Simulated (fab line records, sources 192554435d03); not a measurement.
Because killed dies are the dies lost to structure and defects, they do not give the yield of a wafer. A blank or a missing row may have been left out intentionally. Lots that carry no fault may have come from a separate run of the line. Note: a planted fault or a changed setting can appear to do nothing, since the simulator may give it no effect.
Which tool was responsible? + flow n5Finfet + 27 wafers from 9 lots sampled at 7 of the route's 1938 steps

== WHAT EACH GAUGE READ, for each wafer ==
N5_BEOL_M11_INSPECT_58: inspects for defects (darkfield). Usual: 67 for rawDefectCount, sd 26.
| lot  | measured     | on               | rawDefectCount | flag |
|------|--------------|------------------|----------------|------|
| L722 | day 10 17:04 | defectInspect-01 | 70 77 42       |      |
| L723 | day 11 22:44 | defectInspect-01 | 78 69 54       |      |
| L727 | day 12 05:46 | defectInspect-01 | 37 44 54       |      |
| L738 | day 14 19:08 | defectInspect-02 | 20 41 28       |      |
| L739 | day 15 18:20 | defectInspect-02 | 25 30 65       |      |
| L742 | day 17 08:10 | defectInspect-01 | 72 46 80       |      |
| L741 | day 17 15:08 | defectInspect-02 | 62 42 49       |      |
| L745 | day 17 19:48 | defectInspect-01 | 63 73 47       |      |
| L743 | day 18 03:02 | defectInspect-02 | 62 94 58       |      |

N5_BEOL_M12_CD_MEAS_17: the cd target is 140 nm. Usual: 140.3 nm for cdNm, sd 1.3.
| lot  | measured     | on       | cdNm (nm)         | flag |
|------|--------------|----------|-------------------|------|
| L722 | day 10 18:14 | cdSem-01 | 140.1 139.9 139.6 |      |
| L723 | day 11 23:50 | cdSem-02 | 140.5 137.5 141.6 |      |
| L727 | day 12 06:57 | cdSem-01 | 141.7 141.8 140.0 |      |
| L738 | day 14 20:28 | cdSem-02 | 141.3 141.6 140.5 |      |
| L739 | day 15 19:23 | cdSem-01 | 141.2 140.5 140.4 |      |
| L742 | day 17 09:14 | cdSem-03 | 142.5 139.1 138.9 |      |
| L741 | day 17 16:14 | cdSem-02 | 139.3 142.4 140.2 |      |
| L745 | day 17 21:02 | cdSem-02 | 139.7 140.0 138.9 |      |
| L743 | day 18 04:32 | cdSem-02 | 140.5 142.4 139.7 |      |

N5_BEOL_M12_OCD_MEAS_35. Usual: 322 nm for trenchDepthNm, sd 6.
| lot  | measured     | on     | trenchDepthNm (nm) | flag |
|------|--------------|--------|--------------------|------|
| L722 | day 10 19:25 | ocd-01 | 329 324 334        |      |
| L723 | day 12 00:55 | ocd-02 | 325 327 329        |      |
| L727 | day 12 08:00 | ocd-02 | 317 310 310        |      |
| L738 | day 14 21:32 | ocd-01 | 320 327 296        |      |
| L739 | day 15 20:26 | ocd-02 | 327 319 312        |      |
| L742 | day 17 10:21 | ocd-01 | 329 323 324        |      |
| L741 | day 17 17:20 | ocd-01 | 328 325 322        |      |
| L745 | day 17 22:05 | ocd-01 | 317 317 327        |      |
| L743 | day 18 05:29 | ocd-02 | 321 326 327        |      |

N5_BEOL_M12_THK_MEAS_50: measures by xrf. Usual: M12_THK gives 328 nm (standard deviation 6.6).
| lot  | measured     | on           | M12_THK (nm) | flag |
|------|--------------|--------------|--------------|------|
| L722 | day 10 21:31 | filmMetro-01 | 327 322 333  |      |
| L723 | day 12 04:46 | filmMetro-02 | 334 339 341  |      |
| L727 | day 12 11:08 | filmMetro-02 | 330 318 322  |      |
| L738 | day 14 23:06 | filmMetro-01 | 325 329 300  |      |
| L739 | day 16 00:01 | filmMetro-02 | 335 324 319  |      |
| L742 | day 17 14:26 | filmMetro-02 | 338 330 332  |      |
| L741 | day 17 20:58 | filmMetro-02 | 340 336 330  |      |
| L745 | day 18 03:32 | filmMetro-02 | 327 328 337  |      |
| L743 | day 18 09:26 | filmMetro-02 | 325 335 339  |      |

N5_BEOL_M12_RS_MEAS_54: measurement is done with a four-point probe. Usual: M12_RS gives 0.0595 ohm/sq (standard deviation 0.0012).
| lot  | measured     | on           | M12_RS (ohm/sq)      | flag |
|------|--------------|--------------|----------------------|------|
| L722 | day 10 21:38 | filmMetro-02 | 0.0583 0.0594 0.0572 |      |
| L723 | day 12 04:53 | filmMetro-01 | 0.0590 0.0581 0.0576 |      |
| L727 | day 12 11:16 | filmMetro-02 | 0.0601 0.0622 0.0616 |      |
| L738 | day 14 23:13 | filmMetro-01 | 0.0593 0.0585 0.0645 |      |
| L739 | day 16 00:08 | filmMetro-01 | 0.0582 0.0600 0.0611 |      |
| L742 | day 17 14:35 | filmMetro-01 | 0.0583 0.0596 0.0593 |      |
| L741 | day 17 21:05 | filmMetro-01 | 0.0581 0.0587 0.0600 |      |
| L745 | day 18 03:39 | filmMetro-02 | 0.0603 0.0602 0.0585 |      |
| L743 | day 18 09:34 | filmMetro-01 | 0.0601 0.0585 0.0581 |      |

== WHAT TOOL EACH LOT RAN ON (gives the tool, then ch and the chambers of the sampled wafers, and finally the start) ==
| lot  | N5_BEOL_M12_DESCUM_15             | N5_BEOL_M12_TRENCH_ETCH_34        |
|------|-----------------------------------|-----------------------------------|
| L722 | rieDiel-03 ch 0,2, day 10 17:45   | rieDiel-03 ch 0,2,3, day 10 19:16 |
| L723 | rieDiel-04 ch 0,1,3, day 11 23:21 | rieDiel-03 ch 0,2, day 12 00:45   |
| L727 | rieDiel-01 ch 2,3, day 12 06:27   | rieDiel-01 ch 2,3, day 12 07:51   |
| L738 | rieDiel-01 ch 0,1,3, day 14 19:59 | rieDiel-01 ch 0,1,2, day 14 21:22 |
| L739 | rieDiel-04 ch 0,1,3, day 15 18:53 | rieDiel-04 ch 0,1,2, day 15 20:17 |
| L742 | rieDiel-03 ch 0,1,3, day 17 08:44 | rieDiel-03 ch 0,1,2, day 17 10:11 |
| L741 | rieDiel-04 ch 0,1,3, day 17 15:42 | rieDiel-03 ch 0,2,3, day 17 17:11 |
| L745 | rieDiel-04 ch 0,1,2, day 17 20:32 | rieDiel-01 ch 0,1,3, day 17 21:56 |
| L743 | rieDiel-03 ch 2,3, day 18 03:43   | rieDiel-03 ch 1,2,3, day 18 05:19 |
- N5_BEOL_M12_DESCUM_15: chemistry O2, time 7.9 s.
- N5_BEOL_M12_TRENCH_ETCH_34: etches SiOC in C4F8/O2/Ar, target depth 318.95 nm, time 125.5 s.

== AS READ BY THE TOOLS THEMSELVES (means over the sampled wafers that have a number; for cases with no such wafer, the mark the record gives instead) ==
N5_BEOL_M12_DESCUM_15. Usual: drypumpMotorCurrentA 5.5 A, standard deviation 0.31; oesProductAu 0.83 a.u., standard deviation 0.083; rfVppV 243.4 V, standard deviation 1.4; showerheadPlenumPTorr 2.11 Torr, standard deviation 0.081; throttleValvePct 20.29 %, standard deviation 0.26.
| lot  | tool       | drypumpMotorCurrentA (A) | oesProductAu (a.u.) | rfVppV (V) | showerheadPlenumPTorr (Torr) | throttleValvePct (%) | flag |
|------|------------|--------------------------|---------------------|------------|------------------------------|----------------------|------|
| L722 | rieDiel-03 | 5.2                      | 0.90                | 244.5      | 2.20                         | 20.30                |      |
| L723 | rieDiel-04 | 5.5                      | 0.70                | 242.8      | 2.03                         | 20.37                |      |
| L727 | rieDiel-01 | 5.6                      | 0.75                | 242.3      | 1.99                         | 20.40                |      |
| L738 | rieDiel-01 | 5.4                      | 0.89                | 244.1      | 2.12                         | 20.09                |      |
| L739 | rieDiel-04 | 5.5                      | 0.86                | 243.9      | 2.11                         | 20.17                |      |
| L742 | rieDiel-03 | 5.7                      | 0.82                | 244.2      | 2.12                         | 20.37                |      |
| L741 | rieDiel-04 | 5.5                      | 0.82                | 243.4      | 2.11                         | 20.19                |      |
| L745 | rieDiel-04 | 5.6                      | 0.88                | 243.4      | 2.10                         | 20.04                |      |
| L743 | rieDiel-03 | 5.2                      | 0.79                | 243.6      | 2.15                         | 20.68                |      |

N5_BEOL_M12_TRENCH_ETCH_34. Usual: O2_flow_sccm 8.001 sccm, standard deviation 0.024; drypumpMotorCurrentA 5.5 A, standard deviation 0.31; oesProductAu 0.82 a.u., standard deviation 0.087; rfVppV 666 V, standard deviation 3.4; showerheadPlenumPTorr 3.43 Torr, standard deviation 0.13; throttleValvePct 24.07 %, standard deviation 0.25.
| lot  | tool       | O2_flow_sccm (sccm) | drypumpMotorCurrentA (A) | oesProductAu (a.u.) | rfVppV (V) | showerheadPlenumPTorr (Torr) | throttleValvePct (%) | flag |
|------|------------|---------------------|--------------------------|---------------------|------------|------------------------------|----------------------|------|
| L722 | rieDiel-03 | 8.012               | 5.4                      | 0.87                | 668        | 3.52                         | 24.03                |      |
| L723 | rieDiel-03 | 8.021               | 5.5                      | 0.88                | 668        | 3.52                         | 23.90                |      |
| L727 | rieDiel-01 | 7.969               | 5.6                      | 0.76                | 662        | 3.27                         | 24.18                |      |
| L738 | rieDiel-01 | 7.995               | 5.6                      | 0.86                | 667        | 3.44                         | 23.98                |      |
| L739 | rieDiel-04 | 7.975               | 5.6                      | 0.92                | 665        | 3.45                         | 23.84                |      |
| L742 | rieDiel-03 | 7.981               | 5.6                      | 0.84                | 668        | 3.52                         | 24.17                |      |
| L741 | rieDiel-03 | 7.998               | 5.4                      | 0.81                | 667        | 3.49                         | 24.10                |      |
| L745 | rieDiel-01 | 7.989               | 5.4                      | 0.84                | 667        | 3.45                         | 23.88                |      |
| L743 | rieDiel-03 | 8.027               | 5.4                      | 0.81                | 666        | 3.50                         | 24.32                |      |

== THE ANSWER, worked out from the rows above alone ==
Rule: lot off if the mean of its wafers having a number is beyond 3 standard deviations from the usual mean. Also off: a lot with no number at a reading for which 4 or more lots have one. Any other lot the step has rows for is counted as sound. After the gauges, taken in route order, come the tools' own readings; for these a lot's mean is taken, as printed above. The first step at which some lot is off is used, and at that step the reading that is off furthest; a lot without a number counts as furthest.
Across all readings shown, no lot is off: no conclusion can be drawn from this.

== WHAT THE SIMULATOR PUT IN ==
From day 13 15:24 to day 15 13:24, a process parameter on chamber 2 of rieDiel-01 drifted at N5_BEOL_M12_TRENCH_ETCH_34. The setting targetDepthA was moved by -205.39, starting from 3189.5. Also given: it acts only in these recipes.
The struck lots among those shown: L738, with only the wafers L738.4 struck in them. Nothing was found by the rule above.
